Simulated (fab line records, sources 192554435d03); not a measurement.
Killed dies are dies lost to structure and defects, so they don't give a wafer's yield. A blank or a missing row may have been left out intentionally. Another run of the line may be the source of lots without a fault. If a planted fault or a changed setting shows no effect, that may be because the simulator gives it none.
Matching of chambers	flow n5-finfet	3 sister chambers for N5_FIN_SAQP_PECVD_06 on pecvd-04
The step deposits a-Si from SiH4/He, target thk 60 nm, time 48.1 s. 18 wafers are shown with their chamber, then 9 later ones without.

## EACH WAFER AND ITS CHAMBER
wafer	chamber	throttle-valve-pct (%)	showerhead-plenum-p-Torr (Torr)	heater-power-w (W)
L076.2	0	20.2	5.56	953
L076.5	1	19.0	5.74	942
L076.6	0	20.5	5.57	955
L081.2	0	20.3	5.57	1088
L081.4	2	17.3	5.70	945
L081.5	0	20.3	5.55	1091
L082.1	2	17.7	5.69	943
L082.2	1	19.0	5.73	890
L082.5	0	20.1	5.58	1104
L083.3	2	17.5	5.70	816
L083.5	2	17.5	5.71	798
L083.6	0	20.3	5.56	1042
L088.1	0	20.1	5.56	1113
L088.4	1	19.0	5.73	880
L088.6	0	20.3	5.58	1124
L090.3	0	20.3	5.57	1052
L090.4	0	20.5	5.56	1024
L090.6	1	19.0	5.75	984

SIGNATURES (means of the wafers above)
reading	chamber 0	chamber 1	chamber 2	scatter within a chamber
throttle-valve-pct	20.290	19.000	17.500	0.129
showerhead-plenum-p-Torr	5.5660	5.7375	5.7000	0.00936
heater-power-w	1054.60	924.00	875.50	63.5
Rule: distance of a wafer from a chamber = root of the sum over the readings of ((wafer's reading minus chamber's mean) / reading's scatter) squared. If the next closest chamber is less than 2 further off than the closest, the wafer can't be placed; otherwise it belongs to the closest. The scatter is the square root of a quotient: the sum, over the shown wafers, of each reading's squared deviation from its chamber's mean, divided by wafers minus chambers.

## WAFERS WHOSE CHAMBER IS MISSING
wafer	throttle-valve-pct (%)	showerhead-plenum-p-Torr (Torr)	heater-power-w (W)
L093.1	20.3	5.57	1021
L093.5	19.9	5.56	1011
L093.6	17.6	5.71	942
L094.2	19.0	5.74	967
L094.3	20.1	5.56	959
L094.6	17.6	5.72	964
L097.1	17.7	5.70	941
L097.2	19.4	5.74	951
L097.3	17.7	5.70	960

## THE CHAMBER EACH PASSED THROUGH
wafer	from the rows above	in truth
L093.1	0	0
L093.5	0	0
L093.6	2	2
L094.2	1	1
L094.3	0	0
L094.6	2	2
L097.1	2	2
L097.2	1	1
L097.3	2	2
Placed correctly: 9 of 9. Number that these rows cannot place: 0. Wrongly placed: 0.
